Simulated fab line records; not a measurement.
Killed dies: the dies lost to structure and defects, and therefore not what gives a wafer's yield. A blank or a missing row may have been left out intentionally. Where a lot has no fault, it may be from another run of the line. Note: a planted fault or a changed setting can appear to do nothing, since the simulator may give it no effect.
Which tool was responsible? || flow nand_harc || 18 wafers from 6 lots sampled at 5 of the route's 1302 steps

## WHAT THE GAUGES SHOWED, per wafer
NHARC_END_SORT_01.
{"lot": "L297", "measured": "day 28 17:43", "on": "prober-01", "killed_at_array": "73 677 675"}

## WHICH TOOL RAN EACH LOT (tool, then ch and the chambers of the sampled wafers, then the start)
{"lot": "L286", "NHARC_A_STAIRCASE_DEP_325": "pecvd-02 ch 0,1,2, day 18 20:14", "NHARC_THIN_TSV_ETCH_44": "rie_diel-13 ch 1,2,3, day 24 03:02", "NHARC_THIN_TSV_PVD_51": "pvd_sputter-03, day 24 07:25 or earlier", "NHARC_THIN_TSV_CMP_21": "cmp-04 ch 1,3, day 24 07:25"}
{"lot": "L288", "NHARC_A_STAIRCASE_DEP_325": "pecvd-01 ch 0,2, day 19 09:28", "NHARC_THIN_TSV_ETCH_44": "rie_diel-02 ch 1,2,3, day 24 13:37", "NHARC_THIN_TSV_PVD_51": "pvd_sputter-01, day 24 18:14 or earlier", "NHARC_THIN_TSV_CMP_21": "cmp-04 ch 0,1,3, day 24 18:14"}
{"lot": "L290", "NHARC_A_STAIRCASE_DEP_325": "pecvd-02 ch 0, day 20 09:34", "NHARC_THIN_TSV_ETCH_44": "rie_diel-11 ch 0,3, day 25 20:32", "NHARC_THIN_TSV_PVD_51": "pvd_sputter-02, day 26 00:40 or earlier", "NHARC_THIN_TSV_CMP_21": "cmp-04 ch 1,2,3, day 26 00:40"}
{"lot": "L297", "NHARC_A_STAIRCASE_DEP_325": "pecvd-03 ch 0,2, day 22 22:46", "NHARC_THIN_TSV_ETCH_44": "rie_diel-13 ch 0, day 28 00:02", "NHARC_THIN_TSV_PVD_51": "pvd_sputter-03, day 28 03:55 or earlier", "NHARC_THIN_TSV_CMP_21": "cmp-04 ch 1, day 28 03:55"}
{"lot": "L300", "NHARC_A_STAIRCASE_DEP_325": "pecvd-01 ch 0,1, day 23 23:21", "NHARC_THIN_TSV_ETCH_44": "rie_diel-02 ch 0,1,3, day 28 22:58", "NHARC_THIN_TSV_PVD_51": "pvd_sputter-03, day 29 02:54 or earlier", "NHARC_THIN_TSV_CMP_21": "cmp-02 ch 2,3, day 29 02:54"}
{"lot": "L306", "NHARC_A_STAIRCASE_DEP_325": "pecvd-03 ch 0,1,2, day 27 04:56", "NHARC_THIN_TSV_ETCH_44": "rie_diel-11 ch 1,2,3, day 32 14:07", "NHARC_THIN_TSV_PVD_51": "pvd_sputter-02, day 32 18:35 or earlier", "NHARC_THIN_TSV_CMP_21": "cmp-02 ch 0,3, day 32 18:35"}
- NHARC_A_STAIRCASE_DEP_325: deposits SiO2, target thk 7200 nm.
- NHARC_THIN_TSV_ETCH_44: etches the open film in CF4/O2, target depth 1594.2 nm, time 797.1 s.
- NHARC_THIN_TSV_PVD_51: deposits Cu, target thk 100 nm.
- NHARC_THIN_TSV_CMP_21: polishes, t overpolish 30 s, target thk 2000 nm.

## THE ANSWER, worked out from the rows above alone
Rule: the lots themselves supply what counts as usual. Put in order of their means at a reading, lots are off if they are a third of the lots or fewer, leave a main group of 4 or more, and stand apart from it by a gap of 3 or more times the standard deviation of the main group's means; of several such gaps the widest counts. A main group whose means are all the same, to the digits that the tables above print for the reading, isn't used. Also off: a lot with no number at a reading for which 4 or more lots have one. Any other lot the step has rows for is counted as sound.
Nothing can be told from this: no lot is off at any reading shown.

## WHAT THE SIMULATOR PUT IN
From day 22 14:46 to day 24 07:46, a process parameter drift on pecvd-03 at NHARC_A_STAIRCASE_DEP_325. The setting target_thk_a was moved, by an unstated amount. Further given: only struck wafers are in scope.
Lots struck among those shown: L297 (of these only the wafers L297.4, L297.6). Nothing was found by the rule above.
